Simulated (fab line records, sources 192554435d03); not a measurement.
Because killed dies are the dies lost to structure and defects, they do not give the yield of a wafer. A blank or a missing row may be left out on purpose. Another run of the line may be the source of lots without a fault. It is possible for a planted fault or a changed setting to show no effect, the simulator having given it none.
Chamber matching | flow n5 finfet | N5_BEOL_M7_STRIP_19 on rie diel-02 has 4 sister chambers
The step strips in O2. 20 wafers are shown with their chamber, then 10 later ones without.

## EACH WAFER AND ITS CHAMBER
wafer  | chamber | drypump motor current A (A) | showerhead plenum p Torr (Torr) | throttle valve pct (%)
L076.1 | 0       | 6.2                         | 2.13                            | 15.94
L076.4 | 2       | 5.3                         | 2.02                            | 16.75
L076.5 | 0       | 6.1                         | 2.13                            | 15.97
L077.1 | 0       | 6.2                         | 2.13                            | 15.93
L077.4 | 3       | 5.2                         | 2.11                            | 16.83
L077.5 | 3       | 5.2                         | 2.11                            | 16.83
L079.1 | 1       | 6.6                         | 2.22                            | 16.56
L079.4 | 2       | 5.3                         | 2.02                            | 16.77
L079.6 | 2       | 5.3                         | 2.02                            | 16.77
L084.1 | 3       | 5.2                         | 2.11                            | 16.87
L084.4 | 0       | 6.1                         | 2.12                            | 16.01
L084.6 | 1       | 6.5                         | 2.22                            | 16.57
L086.1 | 3       | 5.2                         | 2.10                            | 16.89
L086.5 | 2       | 5.3                         | 2.01                            | 16.80
L086.6 | 1       | 6.6                         | 2.22                            | 16.57
L090.3 | 3       | 5.2                         | 2.10                            | 16.88
L090.4 | 1       | 6.6                         | 2.22                            | 16.58
L090.5 | 2       | 5.3                         | 2.01                            | 16.77
L089.2 | 1       | 6.5                         | 2.22                            | 16.59
L089.3 | 3       | 5.2                         | 2.10                            | 16.89

SIGNATURES, as means of the wafers listed above
reading                  | chamber 0 | chamber 1 | chamber 2 | chamber 3 | scatter within a chamber
drypump motor current A  | 6.150     | 6.560     | 5.300     | 5.200     | 0.0371
showerhead plenum p Torr | 2.1275    | 2.2200    | 2.0160    | 2.1050    | 0.00464
throttle valve pct       | 15.9625   | 16.5740   | 16.7720   | 16.8650   | 0.0245
Rule: distance of a wafer from a chamber = root of the sum over the readings of ((wafer's reading minus chamber's mean) / reading's scatter) squared. The wafer belongs to the nearest chamber; if the next one is less than 2 further off, it can't be placed. The scatter: the root of (the sum of the squares of (reading less its chamber's mean) over the shown wafers, divided by (wafers less chambers)).

## WAFERS MISSING THEIR CHAMBER
wafer  | drypump motor current A (A) | showerhead plenum p Torr (Torr) | throttle valve pct (%)
L089.6 | 5.2                         | 2.10                            | 16.86
L088.1 | 5.3                         | 2.01                            | 16.79
L088.3 | 5.2                         | 2.10                            | 16.88
L088.6 | 5.3                         | 2.01                            | 16.79
L093.1 | 6.1                         | 2.12                            | 15.99
L093.4 | 5.3                         | 2.01                            | 16.80
L093.6 | 5.2                         | 2.10                            | 16.89
L094.1 | 6.5                         | 2.21                            | 16.58
L094.2 | 5.3                         | 2.01                            | 16.82
L094.5 | 6.1                         | 2.12                            | 16.02

## WHICH CHAMBER EACH ONE RAN IN
wafer  | from the rows above | in truth
L089.6 | 3                   | 3
L088.1 | 2                   | 2
L088.3 | 3                   | 3
L088.6 | 2                   | 2
L093.1 | 0                   | 0
L093.4 | 2                   | 2
L093.6 | 3                   | 3
L094.1 | 1                   | 1
L094.2 | 2                   | 2
L094.5 | 0                   | 0
10 of 10 placed correctly. Left unplaced by these rows: 0. Placed wrongly: 0.
